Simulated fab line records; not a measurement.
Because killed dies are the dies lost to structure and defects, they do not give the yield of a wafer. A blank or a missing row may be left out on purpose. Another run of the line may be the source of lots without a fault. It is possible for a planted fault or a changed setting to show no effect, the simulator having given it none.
fab line records ; flow n5_finfet
record lots=4; wafers=12; last_day=15
route steps=1938 shown SDB@359 DUMMY_REMOVAL@377 HKMG_FIN@385 PASSIVATION@1936
lots that met no fault: taken from a fault-free run of the same line
start_h: the number of hours between the record's first day and the start of the first shown wafer of the lot ; wait_h: hours from the lot's prior step to this one ; " the same as in the row above ; L1.1+2: a single row standing in for several wafers ; - either no value or no given start ; * or withheld: withheld ; < > ~ a bound
route shown NAME@n: names a module that has steps shown in the file, with the first one's number in the route ; usual: the fault-free wafers' mean and standard deviation ; same: alike in all rows ; chamber/n: place in a boat ; sites: per-site readings ; _std_site: the standard deviation of these ; _edge_site: mean of outer sites minus mean of inner sites ; radius_mm: how far each site lies from the wafer's centre ; mask NAME#n: copy n ; behind: the last tool/chamber to shape the wafer ; hold: cause of the lot's hold/its duration in hours/its outcome ; device: whichever transistor did not switch (one of n, p or np) ; end of line: the tests these same wafers got at the end of their route ; where a step has no rows: the recipe by itself ; killed: the dies lost at the first sort to structure and to defects; this is not the yield of the wafer ; map: the dies of a wafer, with x for killed, . for not killed, _ for no die there
set.NAME: setting as actually run; set.NAME@STEP: the setting as run at that earlier step ; model.NAME: the simulator's own value behind a step, which no gauge read
certain route steps with their lots: each step a table, each wafer a row
## steps
# step N5_SDB_DESCUM_16
# recipe chemistry=O2; time_s=7.9; source_power_w=50; bias_power_w=20; pressure_mtorr=20; rf_frequency_hz=2.712e+07; temp_c=40; resist=CAR-ArF; o2_flow_sccm=225
# step N5_SDB_ETCH_17
# recipe chemistry=CF4; target=SiARC; target_depth_a=234; mask_material=CAR-ArF; time_s=39; ion_energy_ev=80; pressure_mtorr=40; source_w=545; bias_w=36; Ar_flow_sccm=100; cf4_flow_sccm=100; ends=cleared
# step N5_SDB_ETCH_18
# recipe chemistry=N2/H2; target=SOC; target_depth_a=1000; overetch_a=200; mask_material=SiARC; temp_c=40; time_s=150; ion_energy_ev=200; pressure_mtorr=30; source_w=840; bias_w=150; n2_flow_sccm=200; h2_flow_sccm=200
# step N5_SDB_STRIP_19
# recipe chemistry=N2/H2; temp_c=40; n2_flow_sccm=200; h2_flow_sccm=200; rf_frequency_hz=6e+07
# step N5_SDB_STRIP_21
# recipe chemistry=CF4; resist=SiARC; power_w=300; bias_power_w=75; pressure_mtorr=50; cf4_flow_sccm=150; rf_frequency_hz=6e+07
# step N5_SDB_HM_OPEN_20
# recipe chemistry=CH3F/O2; target=SiNx; mask_material=SOC; target_depth_a=240; stop_on=poly-Si; over_etch_frac=0.4; ion_energy_ev=120; pressure_mtorr=30; source_w=395; bias_w=73; Ar_flow_sccm=150; CH3F_flow_sccm=30; O2_flow_sccm=20
# step N5_SDB_STRIP_22
# recipe chemistry=N2/H2; power_w=1000; temp_c=250; h2_frac=0.65; overash_fraction=0.3; pressure_mtorr=withheld; n2_flow_sccm=1750; h2_flow_sccm=3250
# step N5_SDB_PRECLEAN_23
# recipe chemistry=dHF; time_s=30; temp_c=25; dilution=withheld
# step N5_SDB_DUMMY_REMOVE_24
# recipe chemistry=TMAH; temp_c=70; target=poly-Si; stop_on=SiO2; target_depth_nm=142; conc_wt_pct=5; time_s=57; dry=ipa_marangoni; rinse_time_s=30; rinse_temp_c=23
# step N5_SDB_ETCH_25
# recipe chemistry=C4F6/O2; target=SiO2; target_depth_a=100; time_s=3.3; ion_energy_ev=250; mask_material=SiNx; pressure_mtorr=30; source_w=345; bias_w=185; Ar_flow_sccm=300; C4F6_flow_sccm=10; O2_flow_sccm=10
# step N5_SDB_CUT_ETCH_26
# recipe chemistry=HBr/Cl2/O2; target=Si; target_depth_a=1296; bt_time_s=20; mask_material=SiNx; time_s=51.8; ion_energy_ev=*; bias_w=*; pressure_mtorr=10; icp_w=800; HBr_flow_sccm=150; Cl2_flow_sccm=80; O2_flow_sccm=12
# step N5_SDB_PRECLEAN_38
# recipe chemistry=dHF; time_s=10; dilution=750:1; temp_c=25
# step N5_SDB_PRECLEAN_39
# recipe chemistry=O3/DIW; time_s=45; temp_c=22; o3_ppm=10
lot.wafer;tool;chamber;start_h;wait_h
L676.1+2+5;wet_bench-06;1,4,0;75.55;0.0
L680.3+4+6;wet_bench-03;5,4,7;98.83;0.0
L686.1+2+3;wet_bench-06;6,1,5;133.96;0.0
L687.1+3+6;wet_bench-06;5,6,4;138.23;0.0
# step N5_SDB_SRD_28
# recipe dry=ipa_marangoni; time_s=30; temp_c=23; rinse_liquid=diw
# step N5_SDB_ALD_29
# recipe material=SiNx; target_thk_a=300; temp_c=400; ald_precursor_family=SiH2I2; ald_co_reactant=N2/H2-plasma; pulse_time_s=1; ald_cycles=600; purge_time_s=2; co_reactant_purge_time_s=2; pressure_torr=2
# step N5_SDB_CMP_30
# recipe stop_on=poly-Si; t_overpolish_s=1.54; post_cmp_clean=alkaline_brush; down_force_psi=4.1491; platen_rpm=51.796; pad_velocity_m_s=1.0306; target_thk_nm=30
# step N5_DUMMY_REMOVAL_HM_STRIP_01
# recipe chemistry=CH3F/O2; material=SiNx; target_depth_a=40; stop_on=poly-Si; time_s=6.8; over_etch_frac=0.3; ion_energy_ev=60; power_w=410; bias_w=29; Ar_flow_sccm=150; CH3F_flow_sccm=30; O2_flow_sccm=20
# step N5_DUMMY_REMOVAL_STRIP_10
# recipe chemistry=N2/H2; time_s=40; power_w=100; temp_c=40; pressure_mtorr=100; rf_frequency_hz=6e+07; bias_power_w=3; n2_flow_sccm=300; h2_flow_sccm=300
# step N5_DUMMY_REMOVAL_PRECLEAN_07
# recipe chemistry=dHF; time_s=30; temp_c=25; dilution=withheld
# step N5_DUMMY_REMOVAL_DUMMY_REMOVE_02
# recipe chemistry=TMAH; temp_c=70; target=poly-Si; stop_on=SiO2; target_depth_nm=142; conc_wt_pct=5; time_s=57; dry=ipa_marangoni; rinse_time_s=30; rinse_temp_c=23
# step N5_DUMMY_REMOVAL_PRECLEAN_08
# recipe chemistry=NF3:NH3; afs_cycles=2; temp_c=30; time_s=20; sublimation_temp_c=180; sublimation_time_s=60; pressure_torr=3; rf_power_w=30
# step N5_DUMMY_REMOVAL_PRECLEAN_04
# recipe chemistry=DHF; time_s=37; temp_c=25; dilution=500:1
# step N5_DUMMY_REMOVAL_SRD_05
# recipe dry=ipa_marangoni; do_ppb=5; time_s=30; temp_c=23; rinse_liquid=diw
# step N5_HKMG_FIN_IL_REGROW_00
# recipe material=SiO2; target_thk_a=7.5; chemistry=O3; temp_c=withheld; time_s=30
# step N5_HKMG_FIN_HK_ALD_01
# recipe material=HfO2; target_thk_a=16; temp_c=withheld; ald_precursor_family=HfCl4; ald_co_reactant=H2O; pulse_time_s=3; purge_time_s=3; co_reactant_purge_time_s=2.5; co_reactant_pulse_time_s=0.3; ald_cycles=30
# step N5_HKMG_FIN_HK_ANNEAL_02
# recipe temp_c=700; time_s=30; ambient=N2; idle_temp_c=600; ramp_up_c_per_s=150; ramp_down_c_per_s=60; cool_to_c=600
# step N5_HKMG_FIN_ALD_74
# recipe material=La2O3; target_thk_a=5; temp_c=250; ald_precursor_family=La-Cp; ald_co_reactant=O3; pulse_time_s=6; co_reactant_pulse_time_s=1; purge_time_s=3; co_reactant_purge_time_s=3
# step N5_HKMG_FIN_ALD_75
# recipe material=Al2O3; target_thk_a=10; temp_c=150; ald_precursor_family=TMA; ald_co_reactant=H2O; pulse_time_s=withheld; co_reactant_pulse_time_s=1
# step N5_HKMG_FIN_COAT_41
# recipe resist=SOC; temp_c=250; time_s=60; spin_rpm=1500; resist_thk_nm=300
# step N5_HKMG_FIN_COAT_42
# recipe resist=SiARC; temp_c=220; time_s=60; spin_rpm=1500; resist_thk_nm=35
# step N5_HKMG_FIN_COAT_43
# recipe resist=CAR-ArF; spin_rpm=1500; resist_thk_nm=90
# step N5_HKMG_FIN_EBR_45
# recipe solvent=PGMEA; ebr_width_mm=1.5
# step N5_HKMG_FIN_SOFTBAKE_44
# recipe temp_c=110; time_s=60; resist=CAR-ArF
# step N5_HKMG_FIN_EXPOSE_46
# recipe mask_id=NDIPOLE; na=1.35; source_shape=conventional; sigma_outer=0.8; polarization=unpolarized; dose_mj=40
# step N5_HKMG_FIN_PEB_47
# recipe peb_temp_c=withheld; peb_time_s=60; resist=CAR-ArF
# step N5_HKMG_FIN_DEVELOP_48
# recipe develop_time_s=30; developer=TMAH; resist=CAR-ArF; rinse_liquid=diw; dry=air_spin; dev_temp_c=23
# step N5_PASSIVATION_PROBE_49
# usual defect_limited_yield=91.6/1.4; killed_at_M0_to_M3=32/9.5; killed_at_M4_up=13/6; killed_at_contacts=12/5.6; killed_at_front_end=39/11; killed_at_other=2.8/2.3; killed_dies=99/16; killed_on_rim=12/3.4; killed_open=65/12; killed_short=32/7.6; sort_bin_4_leakage=0.1/0.88; sort_bin_5_function=4.8/0.88; sort_bin_6_memory=3.2/0.65; sort_bin_8_speed=0.2/2; sort_n_pass=1077/29; sort_yield_pct=91.2/2.5
# same gross_dies=1180; killed_at_back_side=0
lot.wafer;tool;chamber;start_h;wait_h;defect_limited_yield[%];killed_at_M0_to_M3;killed_at_M4_up;killed_at_contacts;killed_at_front_end;killed_at_other;killed_dies;killed_on_rim;killed_open;killed_short;sort_bin_4_leakage[%];sort_bin_5_function[%];sort_bin_6_memory[%];sort_bin_8_speed[%];sort_n_pass;sort_yield_pct[%]
L686.1;prober-02;-;337.27;0.0;83.6;28;21;5;136;3;193;33;55;31;0.2;8.9;3.6;0;985;83.5
L686.2;prober-02;-;337.32;0.1;84.6;45;17;10;108;2;182;29;79;36;0;9.1;3.6;0;998;84.6
L686.3;prober-02;-;337.37;0.1;81.9;34;11;5;161;3;214;27;37;42;0.5;9.7;4.1;0;960;81.4
L687.1;prober-02;-;368.62;0.0;81.6;28;8;11;169;1;217;28;64;23;0;10.3;3.9;0;963;81.6
L687.3;prober-02;-;368.72;0.1;83.9;29;13;24;119;5;190;37;78;21;0;7.7;3.9;0;990;83.9
L687.6;prober-02;-;368.87;0.3;78.6;33;15;15;187;3;253;17;58;34;0;11.5;4.9;0;927;78.6
# killed by level:class
L686.1 SDB:unspecified=94 HKMG_FIN:area_etch=11 BEOL_M4:geometric_particle:open=10 BEOL_M0_SAQP:geometric_particle:short=9 FIN_SAQP:geometric_particle:open=6 BEOL_M0_SAQP:geometric_particle:open=5 GATE_CUT:geometric_particle:open=4 BEOL_M3:geometric_particle:open=4
L686.2 SDB:unspecified=63 FIN_SAQP:geometric_particle:open=12 BEOL_M0_SAQP:geometric_particle:open=11 BEOL_M0_SAQP:geometric_particle:short=11 BEOL_M4:geometric_particle:open=11 BEOL_M2:geometric_particle:open=8 MOL_CONTACT_COAG:geometric_particle:open=7 FIN_SAQP:geometric_particle:short=6
L686.3 SDB:unspecified=135 BEOL_M0_SAQP:geometric_particle:short=12 BEOL_M0_SAQP:geometric_particle:open=11 GATE_CUT:geometric_particle:short=8 BEOL_M4:geometric_particle:open=7 MOL_CONTACT_COAG:geometric_particle:open=5 BEOL_M2:geometric_particle:open=5 FIN_SAQP:geometric_particle:short=4
L687.1 SDB:unspecified=129 STI_FIN_REVEAL:geometric_particle:open=13 MOL_CONTACT_COAG:geometric_particle:open=10 BEOL_M2:geometric_particle:open=7 BEOL_M3:geometric_particle:open=7 FIN_SAQP:geometric_particle:open=5 FIN_SAQP:geometric_particle:short=4 GATE_CUT:geometric_particle:short=4
L687.3 SDB:unspecified=84 MOL_CONTACT_COAG:geometric_particle:open=18 STI_FIN_REVEAL:geometric_particle:open=17 BEOL_M1:geometric_particle:open=8 BEOL_M2:geometric_particle:open=8 MOL_CONTACT_COAG:geometric_particle:short=6 BEOL_M4:geometric_particle:open=5 HKMG_FIN:area_etch=5
L687.6 SDB:unspecified=152 MOL_CONTACT_COAG:geometric_particle:open=10 FIN_SAQP:geometric_particle:open=7 FIN_SAQP:geometric_particle:short=7 BEOL_M2:geometric_particle:open=7 MOL_CONTACT_COAG:geometric_particle:short=5 BEOL_M0_SAQP:geometric_particle:open=5 BEOL_M1:geometric_particle:open=5
# map L686.3 (x killed, . not)
_________________............________________
______________..x........x......_____________
___________x.......................__________
__________x.xx...xx................._________
________xxxxx.x...x...x..............._______
_______xxxxxxxxx.x.......x.............______
______xxxxxxxxxxxx.x...................._____
_____xxxxxxxxxxxxx.......................____
____xxxxxxxxxxxxxxx............x..........___
___xxxxxxxxxxxxxxxxx.xx.x...............x..__
___xxxxxxxxxxxxxxx........................x__
__.x.xxxxxxxxxxx.......x................x..._
__x.xxxxxxxxxxx.x..............x.x.........._
_x....xxxxx.x.xx....x.................xx.....
_....x.xxxxx.xx.............x...........x....
_......xxx...x.....x.....x........x..........
_......x............x...x....................
_......x..x.............x.........x..........
_....................x.x.x...............x...
_..x.......x.x..x.........x...............x..
_..............................x.x...........
__...................x......................_
__.....x.....x.x.......................x.xx._
___........................................__
___.......x.......x........x...............__
____x.....................................___
_____..x.................x....x...x......____
______..x..x..x........................._____
_______......x.......x...x.............______
________...x............x...x......x.._______
__________............x............._________
___________.....x..................__________
______________....x...........x._____________
_________________x......x....________________
# map L687.6 (x killed, . not)
_________________.........x.x________________
______________..........x......x_____________
___________........................__________
__________......x.....x....x........_________
________...........x.................._______
_______..x....x....x......x....x......x______
______...........xx.xxxxx.xx.x..x......._____
_____...........xxxxxxxxxxxx.............____
____...........x.x.xxxxxxxxx.xx...........___
___.xx......x.x.xxxxxxxxxxxxxx.............__
___..........xxxxxxxxxxxxxxx..............x__
__x...........xxxxxxxxxxxxxxx.xx.x.........._
__............x.xxxxxxxxxxxxxx......x......x_
_.x.............xxxxxxxxxxxxx............x...
_....x........x.xxxxxxxxxxxxxxxx........x....
_..................xxxxxxxxx.x.x..x.x........
_.......x.....x....xxxxxxxxx....x....x.......
_....x.........x..xxxxxx.x............x......
_xx......xx.......x..x......x...x............
_..............x.....xx...............x....x.
_xx.x........x.......x..x.....xx.x...........
__..............x..x......x.....x..........._
__.x.............xx........................x_
___.............x.........x.x..x.x.x.......__
___..x...............xx................x...__
____x...........x..........x..x........x..___
_____...........................x........____
______......x..................x........_____
_______....xxx..x......................______
________...x.x.............x.......x.._______
__________..x.........x....x........_________
___________....x......x...........x__________
______________..........x......._____________
_________________............________________
## key
first_sign step=N5_PASSIVATION_PROBE_49; reading=killed_at_front_end; direction=up; sigmas=10; usual=39; struck=147
effect step=N5_PASSIVATION_PROBE_49; reading=defect_limited_yield; direction=down; sigmas=6.6; usual=91.6; struck=82.4
more_kills_born_at N5_SDB_PRECLEAN_39@wet_bench-06=657
met_at N5_SDB_PRECLEAN_39
struck_wafers L686.1,L686.2,L686.3,L687.1,L687.3,L687.6
baseline_loss step=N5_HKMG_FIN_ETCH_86; wafers=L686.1
onset_between 75.55 133.96
also_fits time
fault kind=chamber_particle_source; tool=wet_bench-06; chamber=-; onset_h=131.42; steps=N5_SDB_PRECLEAN_39; rate_per_visit_cm2=1.8754; end_h=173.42
# baseline_loss: these wafers lose ten dies or more at that step, a loss of the line's own and not of a fault; the sort's usual values leave them out
